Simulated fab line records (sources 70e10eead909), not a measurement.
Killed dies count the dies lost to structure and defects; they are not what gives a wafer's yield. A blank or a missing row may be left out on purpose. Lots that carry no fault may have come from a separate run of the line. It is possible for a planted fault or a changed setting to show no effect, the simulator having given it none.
The tool behind it: which one? / flow nandHarc / 12 lots, 36 wafers sampled, at 6 steps of a route of 1302

== WHAT EACH GAUGE READ, for each wafer ==
NHARC_P_M2_CD_MEAS_09: target cd 170 nm. Usual: cdNm 169.9 nm, standard deviation 0.65.
lot=L154; measured=day 6 08:30; on=cdSem-01; cdNm (nm)=170.4 169.8 170.1; flag=
lot=L157; measured=day 7 20:07; on=cdSem-01; cdNm (nm)=169.1 169.0 169.6; flag=
lot=L159; measured=day 8 08:20; on=cdSem-02; cdNm (nm)=169.2 171.5 169.7; flag=
lot=L162; measured=day 9 17:02; on=cdSem-01; cdNm (nm)=170.0 171.8 170.3; flag=
lot=L165; measured=day 10 22:41; on=cdSem-03; cdNm (nm)=170.7 169.8 169.6; flag=
lot=L168; measured=day 12 06:45; on=cdSem-03; cdNm (nm)=169.6 170.4 170.0; flag=
lot=L167; measured=day 12 07:59; on=cdSem-02; cdNm (nm)=169.9 171.0 168.7; flag=
lot=L169; measured=day 12 14:11; on=cdSem-03; cdNm (nm)=169.8 169.4 169.7; flag=
lot=L172; measured=day 13 19:57; on=cdSem-01; cdNm (nm)=121.7 121.0 121.2; flag=OFF
lot=L173; measured=day 14 05:08; on=cdSem-02; cdNm (nm)=120.7 120.7 121.7; flag=OFF
lot=L176; measured=day 15 14:40; on=cdSem-03; cdNm (nm)=170.5 170.2 169.3; flag=
lot=L177; measured=day 16 01:54; on=cdSem-03; cdNm (nm)=168.6 170.5 169.7; flag=

NHARC_END_SORT_01. Usual: defectLimitedYield 91.7 %, standard deviation 2.5; killedAtArray 52, standard deviation 18; killedAtOther 1.0, standard deviation 1.4; killedAtPeriphery 3.1, standard deviation 2.3; killedDies 56, standard deviation 17; killedOpen 3.0, standard deviation 1.7; killedShort 2.5, standard deviation 1.7; sort_bin_2_pct 3.0 %, standard deviation 1.1; sort_bin_3_pct 0.6 %, standard deviation 0.36; sort_bin_4_pct 4.8 %, standard deviation 1.4; sortNPass 621, standard deviation 17; sortRimYieldPct 91 %, standard deviation 4.6; sortYieldPct 91.7 %, standard deviation 2.5.
lot=L157; measured=day 26 03:56; on=prober-01; defectLimitedYield (%)=94.4 93.5 96.5; killedAtArray=26 39 20; killedAtOther=1 2 1; killedAtPeriphery=11 3 3; killedDies=38 44 24; killedOpen=4 4 5; killedShort=1 3 2; sort_bin_2_pct (%)=2.2 1.6 0.9; sort_bin_3_pct (%)=0.3 0.6 0.4; sort_bin_4_pct (%)=3.1 4.3 2.2; sortNPass=639 633 653; sortRimYieldPct (%)=96 92 97; sortYieldPct (%)=94.4 93.5 96.5; flag=
lot=L165; measured=day 29 04:56; on=prober-02; defectLimitedYield (%)=94.8 95.9; killedAtArray=28 19; killedAtOther=6 5; killedAtPeriphery=1 4; killedDies=35 28; killedOpen=3 3; killedShort=0 5; sort_bin_2_pct (%)=1.8 1.0; sort_bin_3_pct (%)=0 0.3; sort_bin_4_pct (%)=3.4 2.8; sortNPass=642 649; sortRimYieldPct (%)=95 97; sortYieldPct (%)=94.8 95.9; flag=OFF
lot=L172; measured=day 31 19:13; on=prober-01; defectLimitedYield (%)=0 0 0; killedAtArray=69 62 58; killedAtOther=1 0 0; killedAtPeriphery=607 615 619; killedDies=677 677 677; killedOpen=3 5 0; killedShort=1 3 2; sort_bin_2_pct (%)=92.9 93.4 95.1; sort_bin_3_pct (%)=1.2 0.7 0.4; sort_bin_4_pct (%)=5.9 5.9 4.4; sortNPass=0 0 0; sortRimYieldPct (%)=0 0 0; sortYieldPct (%)=0 0 0; flag=OFF
lot=L173; measured=day 31 18:24; on=prober-02; defectLimitedYield (%)=0 0 0; killedAtArray=44 36 31; killedAtOther=2 1 2; killedAtPeriphery=631 640 644; killedDies=677 677 677; killedOpen=4 1 2; killedShort=1 3 0; sort_bin_2_pct (%)=94.5 95.0 96.0; sort_bin_3_pct (%)=0.4 0.6 0.6; sort_bin_4_pct (%)=5.0 4.4 3.4; sortNPass=0 0 0; sortRimYieldPct (%)=0 0 0; sortYieldPct (%)=0 0 0; flag=OFF

== EACH LOT AND THE TOOL THAT RAN IT (in order: tool; ch and the chambers of the sampled wafers; start) ==
lot=L154; NHARC_P_M1_CMP_23=cmp-03 ch 1,2,3, day 6 06:50; NHARC_P_M1_DEP_33=pecvd-01 ch 0,1,2, day 6 07:25; NHARC_P_M2_PEB_07=lithoTrack-06 ch 0, day 6 08:25; NHARC_P_M2_ETCH_15=rieDiel-01 ch 0,1, no start
lot=L157; NHARC_P_M1_CMP_23=cmp-02 ch 1,2,3, day 7 18:19; NHARC_P_M1_DEP_33=pecvd-01 ch 0,2, day 7 18:58; NHARC_P_M2_PEB_07=lithoTrack-06 ch 0, day 7 20:02; NHARC_P_M2_ETCH_15=rieDiel-06 ch 2,3, day 26 03:56 or earlier
lot=L159; NHARC_P_M1_CMP_23=cmp-04 ch 0,3, day 8 06:32; NHARC_P_M1_DEP_33=pecvd-02 ch 0,1, day 8 07:10; NHARC_P_M2_PEB_07=lithoTrack-06 ch 0, day 8 08:15; NHARC_P_M2_ETCH_15=rieDiel-01 ch 0,1,2, no start
lot=L162; NHARC_P_M1_CMP_23=cmp-02 ch 0,1, day 9 15:09; NHARC_P_M1_DEP_33=pecvd-03 ch 0,1,2, day 9 15:54; NHARC_P_M2_PEB_07=lithoTrack-06 ch 0, day 9 16:58; NHARC_P_M2_ETCH_15=rieDiel-06 ch 0,3, no start
lot=L165; NHARC_P_M1_CMP_23=cmp-04 ch 0,1,3, day 10 19:33; NHARC_P_M1_DEP_33=pecvd-01 ch 0,1, day 10 21:16; NHARC_P_M2_PEB_07=lithoTrack-06 ch 0, day 10 22:37; NHARC_P_M2_ETCH_15=rieDiel-01 ch 1,3, day 29 04:56 or earlier
lot=L168; NHARC_P_M1_CMP_23=cmp-04 ch 1,2,3, day 12 05:02; NHARC_P_M1_DEP_33=pecvd-01 ch 1,2, day 12 05:40; NHARC_P_M2_PEB_07=lithoTrack-04 ch 0, day 12 06:40; NHARC_P_M2_ETCH_15=rieDiel-06 ch 1,2,3, no start
lot=L167; NHARC_P_M1_CMP_23=cmp-02 ch 0,1,2, day 12 06:06; NHARC_P_M1_DEP_33=pecvd-02 ch 0,1, day 12 06:46; NHARC_P_M2_PEB_07=lithoTrack-01 ch 0, day 12 07:55; NHARC_P_M2_ETCH_15=rieDiel-06 ch 0,1,2, no start
lot=L169; NHARC_P_M1_CMP_23=cmp-02 ch 0,2, day 12 12:10; NHARC_P_M1_DEP_33=pecvd-01 ch 1,2, day 12 12:46; NHARC_P_M2_PEB_07=lithoTrack-06 ch 0, day 12 14:06; NHARC_P_M2_ETCH_15=rieDiel-11 ch 1,2,3, no start
lot=L172; NHARC_P_M1_CMP_23=cmp-04 ch 1,3, day 13 18:13; NHARC_P_M1_DEP_33=pecvd-01 ch 0,1,2, day 13 18:53; NHARC_P_M2_PEB_07=lithoTrack-06 ch 0, day 13 19:52; NHARC_P_M2_ETCH_15=rieDiel-01 ch 0,2,3, day 31 19:13 or earlier
lot=L173; NHARC_P_M1_CMP_23=cmp-02 ch 0,2,3, day 14 03:16; NHARC_P_M1_DEP_33=pecvd-03 ch 0,1, day 14 03:58; NHARC_P_M2_PEB_07=lithoTrack-06 ch 0, day 14 05:03; NHARC_P_M2_ETCH_15=rieDiel-06 ch 0,2,3, day 31 18:24 or earlier
lot=L176; NHARC_P_M1_CMP_23=cmp-02 ch 0,2,3, day 15 12:47; NHARC_P_M1_DEP_33=pecvd-01 ch 0,1,2, day 15 13:28; NHARC_P_M2_PEB_07=lithoTrack-04 ch 0, day 15 14:35; NHARC_P_M2_ETCH_15=rieDiel-06 ch 0,1,3, no start
lot=L177; NHARC_P_M1_CMP_23=cmp-04 ch 1,2,3, day 16 00:11; NHARC_P_M1_DEP_33=pecvd-02 ch 0,1,2, day 16 00:47; NHARC_P_M2_PEB_07=lithoTrack-04 ch 0, day 16 01:49; NHARC_P_M2_ETCH_15=rieDiel-06 ch 0,1,3, no start
- NHARC_P_M1_CMP_23: polishes, t overpolish 20 s, target thk 157.82 nm.
- NHARC_P_M1_DEP_33: deposits SiCN, target thk 30 nm.
- NHARC_P_M2_PEB_07: peb time 65 s.
- NHARC_P_M2_ETCH_15: etches the open film in C4F8/Ar, target depth 182.5 nm, time 91.2 s.

== WHAT THE TOOLS THEMSELVES READ (means of the sampled wafers that have a number; where no wafer has one, the mark that the record gives instead) ==
NHARC_P_M1_CMP_23. Usual: motorCurrentA 12.1 A, standard deviation 1; timeToEndpointS 29 s, standard deviation 3.3.
lot=L154; tool=cmp-03; motorCurrentA (A)=11.9; timeToEndpointS (s)=28; flag=
lot=L157; tool=cmp-02; motorCurrentA (A)=12.5; timeToEndpointS (s)=27; flag=
lot=L159; tool=cmp-04; motorCurrentA (A)=12.1; timeToEndpointS (s)=27; flag=
lot=L162; tool=cmp-02; motorCurrentA (A)=12.3; timeToEndpointS (s)=26; flag=
lot=L165; tool=cmp-04; motorCurrentA (A)=11.8; timeToEndpointS (s)=28; flag=
lot=L168; tool=cmp-04; motorCurrentA (A)=11.8; timeToEndpointS (s)=32; flag=
lot=L167; tool=cmp-02; motorCurrentA (A)=12.1; timeToEndpointS (s)=29; flag=
lot=L169; tool=cmp-02; motorCurrentA (A)=11.8; timeToEndpointS (s)=27; flag=
lot=L172; tool=cmp-04; motorCurrentA (A)=12.3; timeToEndpointS (s)=30; flag=
lot=L173; tool=cmp-02; motorCurrentA (A)=11.8; timeToEndpointS (s)=25; flag=
lot=L176; tool=cmp-02; motorCurrentA (A)=12.1; timeToEndpointS (s)=26; flag=
lot=L177; tool=cmp-04; motorCurrentA (A)=11.7; timeToEndpointS (s)=34; flag=

NHARC_P_M1_DEP_33. Usual: heaterPowerW 585 W, standard deviation 91.
lot=L154; tool=pecvd-01; heaterPowerW (W)=507; flag=
lot=L157; tool=pecvd-01; heaterPowerW (W)=487; flag=
lot=L159; tool=pecvd-02; heaterPowerW (W)=719; flag=
lot=L162; tool=pecvd-03; heaterPowerW (W)=568; flag=
lot=L165; tool=pecvd-01; heaterPowerW (W)=548; flag=
lot=L168; tool=pecvd-01; heaterPowerW (W)=596; flag=
lot=L167; tool=pecvd-02; heaterPowerW (W)=633; flag=
lot=L169; tool=pecvd-01; heaterPowerW (W)=615; flag=
lot=L172; tool=pecvd-01; heaterPowerW (W)=518; flag=
lot=L173; tool=pecvd-03; heaterPowerW (W)=636; flag=
lot=L176; tool=pecvd-01; heaterPowerW (W)=511; flag=
lot=L177; tool=pecvd-02; heaterPowerW (W)=659; flag=

NHARC_P_M2_PEB_07. Usual: heaterPowerTotalW 156.6 W, standard deviation 0.43.
lot=L154; tool=lithoTrack-06; heaterPowerTotalW (W)=156.4; flag=
lot=L157; tool=lithoTrack-06; heaterPowerTotalW (W)=156.4; flag=
lot=L159; tool=lithoTrack-06; heaterPowerTotalW (W)=156.4; flag=
lot=L162; tool=lithoTrack-06; heaterPowerTotalW (W)=156.6; flag=
lot=L165; tool=lithoTrack-06; heaterPowerTotalW (W)=156.7; flag=
lot=L168; tool=lithoTrack-04; heaterPowerTotalW (W)=156.9; flag=
lot=L167; tool=lithoTrack-01; heaterPowerTotalW (W)=156.6; flag=
lot=L169; tool=lithoTrack-06; heaterPowerTotalW (W)=156.4; flag=
lot=L172; tool=lithoTrack-06; heaterPowerTotalW (W)=299.9; flag=OFF
lot=L173; tool=lithoTrack-06; heaterPowerTotalW (W)=301.2; flag=OFF
lot=L176; tool=lithoTrack-04; heaterPowerTotalW (W)=156.5; flag=
lot=L177; tool=lithoTrack-04; heaterPowerTotalW (W)=156.8; flag=

NHARC_P_M2_ETCH_15. Usual: oesProductAu 0.940 a.u., standard deviation 0.025; rfVppV 441.2 V, standard deviation 2.3.
lot=L154; tool=rieDiel-01; oesProductAu (a.u.)=0.923; rfVppV (V)=439.3; flag=
lot=L157; tool=rieDiel-06; oesProductAu (a.u.)=0.919; rfVppV (V)=441.3; flag=
lot=L159; tool=rieDiel-01; oesProductAu (a.u.)=0.913; rfVppV (V)=441.7; flag=
lot=L162; tool=rieDiel-06; oesProductAu (a.u.)=0.933; rfVppV (V)=442.6; flag=
lot=L165; tool=rieDiel-01; oesProductAu (a.u.)=0.923; rfVppV (V)=441.0; flag=
lot=L168; tool=rieDiel-06; oesProductAu (a.u.)=0.918; rfVppV (V)=440.3; flag=
lot=L167; tool=rieDiel-06; oesProductAu (a.u.)=0.955; rfVppV (V)=439.5; flag=
lot=L169; tool=rieDiel-11; oesProductAu (a.u.)=0.979; rfVppV (V)=442.4; flag=
lot=L172; tool=rieDiel-01; oesProductAu (a.u.)=0.972; rfVppV (V)=441.2; flag=
lot=L173; tool=rieDiel-06; oesProductAu (a.u.)=0.979; rfVppV (V)=440.5; flag=
lot=L176; tool=rieDiel-06; oesProductAu (a.u.)=0.961; rfVppV (V)=441.4; flag=
lot=L177; tool=rieDiel-06; oesProductAu (a.u.)=0.971; rfVppV (V)=440.9; flag=

== THE ANSWER, worked out from the rows above alone ==
Rule: a lot is off if the mean of its wafers that have a number lies more than 3 standard deviations from the usual mean. A lot without any number at a reading at which 4 lots or more have one is off too. All remaining lots with rows at the step are treated as sound. First the gauges in route order, then the tools' own readings, where a lot's mean is used as printed above. The first step at which some lot is off is used, and at that step the reading that is off furthest; a lot without a number counts as furthest.
Off, at NHARC_P_M2_CD_MEAS_09 on cdNm: L172, L173.
A tool fits if, at a process step before that reading, it ran every lot that is off, and no sound lot after the first of them. The gauges at NHARC_P_M2_CD_MEAS_09 aren't tried: what is off there is off at NHARC_END_SORT_01 too, on other tools, and a gauge's error can't cause that. One fits: lithoTrack-06 at NHARC_P_M2_PEB_07. A fault onset in the window from L169 (day 12 14:06, its last sound lot) to L172 (day 13 19:52, its first lot off) fits.
On the lots that are off, the tool's own readings at NHARC_P_M2_PEB_07 differ by more than 5 times the standard deviation of the sound lots' means, which bears it out; heaterPowerTotalW reads 300.5 W there versus 156.6 W on the sound lots.

== WHAT HAD BEEN PUT IN BY THE SIMULATOR ==
Process parameter drift: lithoTrack-06, from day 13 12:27 on, at NHARC_P_M2_PEB_07. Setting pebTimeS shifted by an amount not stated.
Shown lots that were struck: L172, L173. The rule given above showed the same thing.
